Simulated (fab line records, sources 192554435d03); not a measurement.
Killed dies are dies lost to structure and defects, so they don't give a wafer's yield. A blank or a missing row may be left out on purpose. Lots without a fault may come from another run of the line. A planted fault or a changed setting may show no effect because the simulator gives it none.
Chamber matching | flow n5_finfet | N5_FIN_CUT_ETCH_30 on rie_diel-05: 4 sister chambers
The step etches underlayer in N2/H2, target depth 13 nm, time 10.4 s. 4 wafers are shown with their chamber, then 7 later ones without.

WAFERS WITH THEIR CHAMBER
wafer  | chamber | drypump_motor_current_A (A)
L699.5 | 1       | 5.47
L701.2 | 0       | 5.03
L701.6 | 2       | 5.69
L707.3 | 3       | 5.31

WAFERS WITHOUT THEIR CHAMBER
wafer  | drypump_motor_current_A (A)
L707.6 | 5.70
L715.1 | 5.34
L715.3 | 5.67
L715.5 | 5.68
L719.3 | 5.47
L719.5 | 5.31
L719.6 | 5.04

WHICH CHAMBER EACH WENT THROUGH
wafer  | from the rows above | in truth
L707.6 | 2                   | 2
L715.1 | 3                   | 3
L715.3 | 2                   | 2
L715.5 | 2                   | 2
L719.3 | 1                   | 1
L719.5 | 3                   | 3
L719.6 | 0                   | 0
Placed correctly: 7 of 7. Can't be placed from these rows: 0. Placed wrongly: 0.
How it was worked out, from the rows above alone: a wafer's distance from a chamber is the root of the sum, over the readings, of the square of ((its reading less the chamber's mean) divided by the reading's scatter). The wafer belongs to the nearest chamber; if the next one is less than 2 further off, it can't be placed. A chamber's mean is the mean of its shown wafers. The scatter: with one shown wafer a chamber, the root of the mean of the squares of how far each hidden wafer lies from its nearest shown one.
